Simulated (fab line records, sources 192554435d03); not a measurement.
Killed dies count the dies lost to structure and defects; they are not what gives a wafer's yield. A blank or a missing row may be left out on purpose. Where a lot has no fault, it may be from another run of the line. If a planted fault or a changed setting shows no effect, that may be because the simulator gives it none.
Which tool is to blame? | flow n5_finfet | 7 lots with 20 wafers sampled at 7 steps, on a route of 1938 steps

== WHAT THE GAUGES SHOWED, per wafer ==
N5_MOL_CONTACT_COAG_THK_MEAS_29.
lot  | measured     | on            | MD_CAP_THK (nm)
L898 | day 5 19:19  | film_metro-02 | 17.99 18.01 17.97
L901 | day 6 15:02  | film_metro-02 | 18.03 17.85 17.96
L902 | day 6 19:07  | film_metro-01 | 17.94 18.05 17.82
L904 | day 7 08:38  | film_metro-02 | 17.85 17.93 17.82
L912 | day 9 06:55  | film_metro-02 | 18.06 31.93
L917 | day 10 12:41 | film_metro-01 | 18.05 17.90 17.98
L918 | day 11 04:34 | film_metro-02 | 17.97 17.83 17.91

N5_BEOL_M4_RC_MEAS_101.
lot  | measured     | on        | DIBL_N (mV/V)  | DIBL_P (mV/V)  | IOFF_N (nA/um) | IOFF_P (nA/um) | ION_N (uA/um) | ION_P (uA/um) | SS_N (mV/dec)  | SS_P (mV/dec)  | VT_N (mV)   | VT_P (mV)
L898 | day 8 21:33  | prober-02 | 36.7 34.8 35.7 | 36.7 35.0 36.1 | 0.18 0.14 0.16 | 0.21 0.19 0.20 | 680 679 670   | 458 463 464   | 71.9 71.4 71.3 | 73.9 73.4 73.5 | 246 251 249 | -251.4 -252.9 -251.7
L901 | day 9 09:58  | prober-02 | 37.3 36.1 35.4 | 35.9 35.1 33.9 | 0.20 0.18 0.17 | 0.24 0.24 0.21 | 665 679 689   | 450 467 470   | 71.8 71.3 71.3 | 73.2 73.1 73.8 | 244 249 246 | -250.3 -250.9 -248.8
L902 | day 10 07:19 | prober-01 | 36.5 38.1 37.2 | 35.9 39.1 37.3 | 0.14 0.18 0.16 | 0.19 0.24 0.21 | 661 683 671   | 453 469 459   | 72.5 72.6 72.4 | 72.6 73.7 73.2 | 251 249 249 | -252.4 -247.1 -249.2
L904 | day 10 13:35 | prober-02 | 37.6 36.0 33.6 | 38.5 36.5 33.9 | 0.18 0.15 0.11 | 0.23 0.19 0.16 | 675 680 664   | 461 461 451   | 72.6 71.7 70.6 | 74.5 73.3 72.6 | 248 249 255 | -248.7 -250.3 -253.8
L912 | day 12 16:38 | prober-01 | 36.5 36.8      | 35.2 35.0      | 0.15 0.15      | 0.19 0.19      | 683 663       | 465 453       | 71.3 72.0      | 73.0 73.7      | 248 254     | -249.9 -252.3
L917 | day 13 21:25 | prober-01 | 38.1 37.5 37.7 | 41.2 39.5 39.4 | 0.24 0.21 0.21 | 0.30 0.26 0.26 | 691 684 661   | 474 467 449   | 72.1 71.8 72.3 | 73.9 74.3 74.0 | 243 248 247 | -243.0 -246.6 -245.4
L918 | day 14 20:04 | prober-01 | 38.1 39.1 38.8 | 40.2 40.6 41.3 | 0.19 0.22 0.21 | 0.21 0.23 0.23 | 671 682 675   | 457 457 456   | 71.6 72.8 72.4 | 75.2 74.2 74.7 | 249 246 248 | -250.8 -251.5 -248.9

== WHAT TOOL EACH LOT RAN ON (gives the tool, then ch and the chambers of the sampled wafers, and finally the start) ==
lot  | N5_HKMG_FIN_STRIP_90               | N5_HKMG_FIN_ETCHBACK_68           | N5_GATE_CUT_ETCHBACK_30          | N5_GATE_CUT_SAC_CAP_01            | N5_MOL_CONTACT_COAG_ETCH_47
L898 | rie_diel-06 ch 0,2, day 4 22:27    | rie_metal-02 ch 0,1, day 4 22:37  | rie_metal-03 ch 0,1, day 5 00:37 | ald_sin-04 ch 1,3, day 5 02:38    | rie_diel-06 ch 1,2, day 5 21:01
L901 | rie_diel-06 ch 0,1,3, day 5 19:05  | rie_metal-02 ch 0,1, day 5 19:17  | rie_metal-01 ch 0,1, day 5 21:16 | ald_sin-03 ch 2,3, day 5 22:25    | rie_diel-06 ch 0,1,2, day 6 16:37
L902 | rie_diel-01 ch 1,2,3, day 6 01:10  | rie_metal-03 ch 0,1, day 6 01:19  | rie_metal-03 ch 0,1, day 6 03:20 | ald_sin-04 ch 0,1,3, day 6 03:49  | rie_diel-01 ch 0,2,3, day 6 20:50
L904 | rie_diel-06 ch 1,2,3, day 6 14:00  | rie_metal-03 ch 0,1, day 6 14:10  | rie_metal-03 ch 0,1, day 6 16:10 | ald_sin-01 ch 0,1,2, day 6 16:43  | rie_diel-01 ch 1,3, day 7 10:24
L912 | rie_diel-06 ch 2, day 8 11:37      | rie_metal-01 ch 0, day 8 11:49    | rie_metal-02 ch 0,1, day 8 14:06 | ald_sin-04 ch 0, day 8 15:39      | rie_diel-06 ch 0,3, day 9 08:38
L917 | rie_diel-01 ch 0,2, day 9 17:55    | rie_metal-02 ch 0,1, day 9 18:06  | rie_metal-01 ch 0, day 9 20:07   | ald_sin-03 ch 1,3, day 9 20:34    | rie_diel-06 ch 2,3, day 10 14:25
L918 | rie_diel-01 ch 0,1,2, day 10 04:00 | rie_metal-02 ch 0,1, day 10 04:09 | rie_metal-03 ch 1, day 10 06:23  | ald_sin-01 ch 0,1,2, day 10 06:52 | rie_diel-06 ch 1,3, day 11 06:34
- N5_HKMG_FIN_STRIP_90: strips SOC in N2/H2, time 20 s.
- N5_HKMG_FIN_ETCHBACK_68: etches the open film in Cl2/Ar, stops on HfO2, target depth 0.5 nm.
- N5_GATE_CUT_ETCHBACK_30: etches TiN in Cl2/Ar, target depth 3 nm.
- N5_GATE_CUT_SAC_CAP_01: material SiNx, target thk 24 nm, pulse time 1 s, ald cycles 480.
- N5_MOL_CONTACT_COAG_ETCH_47: etches SiNx in CH3F/O2, stops on W, target depth 27 nm.

== AS READ BY THE TOOLS THEMSELVES (means over the sampled wafers that have a number; for cases with no such wafer, the mark the record gives instead) ==
N5_HKMG_FIN_STRIP_90.
lot  | tool        | drypump_motor_current_A (A) | oes_product_au (a.u.) | rf_vpp_V (V) | showerhead_plenum_p_Torr (Torr) | temp_c (C) | throttle_valve_pct (%)
L898 | rie_diel-06 | 5.7                         | 0.84                  | 53.3         | 3.27                            | 40.14      | 18.73
L901 | rie_diel-06 | 5.7                         | 0.74                  | 54.0         | 3.32                            | 39.99      | 19.12
L902 | rie_diel-01 | 6.0                         | 0.75                  | 53.8         | 3.39                            | 40.02      | 18.89
L904 | rie_diel-06 | 5.3                         | 0.77                  | 53.4         | 3.33                            | 39.87      | 19.09
L912 | rie_diel-06 | 5.3                         | 0.83                  | 54.9         | 3.27                            | 40.05      | 18.74
L917 | rie_diel-01 | 6.4                         | 0.88                  | 54.2         | 3.50                            | 40.07      | 19.17
L918 | rie_diel-01 | 6.1                         | 0.80                  | 54.9         | 3.42                            | 39.95      | 19.10

N5_HKMG_FIN_ETCHBACK_68.
lot  | tool         | bias_w (W) | drypump_motor_current_A (A) | he_backside_leak_sccm (sccm) | oes_product_au (a.u.) | throttle_valve_pct (%)
L898 | rie_metal-02 | 60.03      | 5.9                         | 3.28                         | 0.80                  | 20.95
L901 | rie_metal-02 | 59.97      | 5.9                         | 3.24                         | 0.71                  | 21.09
L902 | rie_metal-03 | 60.24      | 6.0                         | 3.60                         | 0.68                  | 21.03
L904 | rie_metal-03 | 59.79      | 5.7                         | 3.59                         | 0.67                  | 20.85
L912 | rie_metal-01 | 59.97      | 6.3                         | 3.36                         | 0.66                  | 21.01
L917 | rie_metal-02 | 60.23      | 5.9                         | 3.34                         | 0.70                  | 21.11
L918 | rie_metal-02 | 59.90      | 5.9                         | 3.27                         | 0.69                  | 21.10

N5_GATE_CUT_ETCHBACK_30.
lot  | tool         | bias_w (W) | drypump_motor_current_A (A) | he_backside_leak_sccm (sccm) | oes_product_au (a.u.) | throttle_valve_pct (%)
L898 | rie_metal-03 | 60.08      | 6.0                         | 3.4                          | 0.71                  | 20.99
L901 | rie_metal-01 | 59.96      | 6.3                         | 3.5                          | 0.72                  | 20.82
L902 | rie_metal-03 | 59.86      | 6.0                         | 3.4                          | 0.71                  | 20.99
L904 | rie_metal-03 | 59.94      | 5.7                         | 3.6                          | 0.68                  | 20.84
L912 | rie_metal-02 | 60.09      | 6.0                         | 3.5                          | 0.74                  | 21.02
L917 | rie_metal-01 | 60.35      | 6.3                         | 3.2                          | 0.66                  | 21.01
L918 | rie_metal-03 | 59.81      | 6.4                         | 3.5                          | 0.71                  | 21.17

N5_GATE_CUT_SAC_CAP_01.
lot  | tool       | heater_power_outer_w (W) | heater_power_w (W) | precursor_pulse_height_rel
L898 | ald_sin-04 | 433                      | 748                | 0.998
L901 | ald_sin-03 | 487                      | 803                | 1.001
L902 | ald_sin-04 | 458                      | 772                | 1.014
L904 | ald_sin-01 | 496                      | 786                | 0.995
L912 | ald_sin-04 | 420                      | 744                | 0.975
L917 | ald_sin-03 | 548                      | 886                | 0.996
L918 | ald_sin-01 | 498                      | 781                | 0.998

N5_MOL_CONTACT_COAG_ETCH_47.
lot  | tool        | bias_w (W) | drypump_motor_current_A (A) | etch_rf_on_time_s (s) | oes_product_au (a.u.) | rf_vpp_V (V) | showerhead_plenum_p_Torr (Torr) | throttle_valve_pct (%)
L898 | rie_diel-06 | 72.96      | 5.5                         | 31.8                  | 0.72                  | 300          | 1.98                            | 16.08
L901 | rie_diel-06 | 72.93      | 5.8                         | 32.2                  | 0.67                  | 295          | 1.97                            | 16.27
L902 | rie_diel-01 | 73.05      | 6.3                         | 31.3                  | 0.64                  | 294          | 1.98                            | 16.30
L904 | rie_diel-01 | 73.00      | 5.7                         | 31.1                  | 0.64                  | 296          | 2.02                            | 16.45
L912 | rie_diel-06 | 73.05      | 5.6                         | 41.5                  | 0.69                  | 290          | 1.92                            | 16.41
L917 | rie_diel-06 | 73.05      | 5.1                         | 31.8                  | 0.70                  | 298          | 1.93                            | 16.12
L918 | rie_diel-06 | 73.00      | 5.5                         | 31.3                  | 0.77                  | 294          | 1.99                            | 16.08

== THE ANSWER, worked out from the rows above alone ==
Rule: usual is defined by the lots themselves. Put in order of their means at a reading, lots are off if they are a third of the lots or fewer, leave a main group of 4 or more, and stand apart from it by a gap of 3 or more times the standard deviation of the main group's means; of several such gaps the widest counts. The tables above print the reading to a certain number of digits; a main group whose means all agree to those digits is not used. A lot without any number at a reading at which 4 lots or more have one is off too. Any other lot the step has rows for is counted as sound. Order of review: gauges by route order, followed by the tools' own readings, for which a lot's mean as printed above is used. The first step at which some lot is off is used, and at that step the reading that is off furthest; a lot without a number counts as furthest.
Off: at N5_MOL_CONTACT_COAG_THK_MEAS_29 (MD_CAP_THK), L912. Main group: mean 17.94 nm, sd 0.042.
If a tool, at a process step before that reading, ran all the lots that are off and no sound lot after the first of them, it fits. Not tried: the gauges at N5_MOL_CONTACT_COAG_THK_MEAS_29; whatever is off there is also off at N5_HKMG_FIN_ETCHBACK_68, on other tools, and gauge error can't account for it. Can't be told from this: 4 tools fit, rie_diel-06 at N5_HKMG_FIN_STRIP_90, rie_metal-01 at N5_HKMG_FIN_ETCHBACK_68, rie_metal-02 at N5_GATE_CUT_ETCHBACK_30, ald_sin-04 at N5_GATE_CUT_SAC_CAP_01.

== WHAT WAS PUT IN BY THE SIMULATOR ==
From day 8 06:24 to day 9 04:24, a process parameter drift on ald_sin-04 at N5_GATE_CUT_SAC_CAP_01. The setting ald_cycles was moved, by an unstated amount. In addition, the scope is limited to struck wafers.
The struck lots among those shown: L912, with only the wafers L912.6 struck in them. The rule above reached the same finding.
